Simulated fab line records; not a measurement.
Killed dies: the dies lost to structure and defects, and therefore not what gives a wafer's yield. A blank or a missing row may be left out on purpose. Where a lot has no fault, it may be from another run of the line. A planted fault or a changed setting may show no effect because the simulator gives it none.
Matching of chambers    flow nand harc    rie diel-11 running NHARC_A_STAIRCASE_TRIM_235: 4 sister chambers
The step chemistry O2, time 211.2 s. 14 wafers are shown with their chamber, then 7 later ones without.

## EACH WAFER AND ITS CHAMBER
wafer   chamber  showerhead plenum p Torr (Torr)  run length s (s)  oes product au (a.u.)
L606.2  1        3.48                             231.5             0.989
L606.3  0        3.54                             233.0             0.982
L606.6  1        3.48                             231.7             1.002
L611.1  2        3.28                             232.4             1.003
L611.4  1        3.47                             231.5             1.002
L611.6  3        3.76                             232.1             0.986
L615.1  0        3.52                             233.2             1.007
L615.2  3        3.75                             231.8             0.993
L615.3  1        3.47                             231.7             0.997
L616.4  0        3.52                             232.9             0.996
L616.5  0        3.52                             233.0             0.992
L616.6  3        3.75                             232.3             0.992
L617.1  2        3.27                             232.6             1.007
L617.2  3        3.75                             231.9             0.988

SIGNATURES (averages over the wafers above)
reading                   chamber 0  chamber 1  chamber 2  chamber 3  scatter within a chamber
showerhead plenum p Torr  3.5250     3.4750     3.2750     3.7525     0.00725
run length s              233.025    231.600    232.500    232.025    0.16
oes product au            0.99425    0.99750    1.00500    0.98975    0.00689
Rule: a wafer's distance from a chamber is the root of the sum, over the readings, of the square of ((its reading less the chamber's mean) divided by the reading's scatter). The wafer belongs to the nearest chamber; if the next one is less than 2 further off, it can't be placed. How the scatter is found: for the shown wafers, subtract from each reading the mean of its chamber, square and add these, divide the total by (wafers less chambers), then take the root.

## WAFERS MISSING THEIR CHAMBER
wafer   showerhead plenum p Torr (Torr)  run length s (s)  oes product au (a.u.)
L617.4  3.52                             233.2             0.989
L618.3  3.27                             232.7             1.016
L618.4  3.75                             231.9             0.993
L618.5  3.27                             232.4             1.007
L619.4  3.52                             233.6             1.010
L619.5  3.27                             232.9             1.030
L619.6  3.46                             231.6             1.008

## EACH ONE'S CHAMBER
wafer   from the rows above  in truth
L617.4  0                    0
L618.3  2                    2
L618.4  3                    3
L618.5  2                    2
L619.4  0                    0
L619.5  2                    2
L619.6  1                    1
Correctly placed: 7 of 7. Not placeable from these rows: 0. Number placed wrongly: 0.
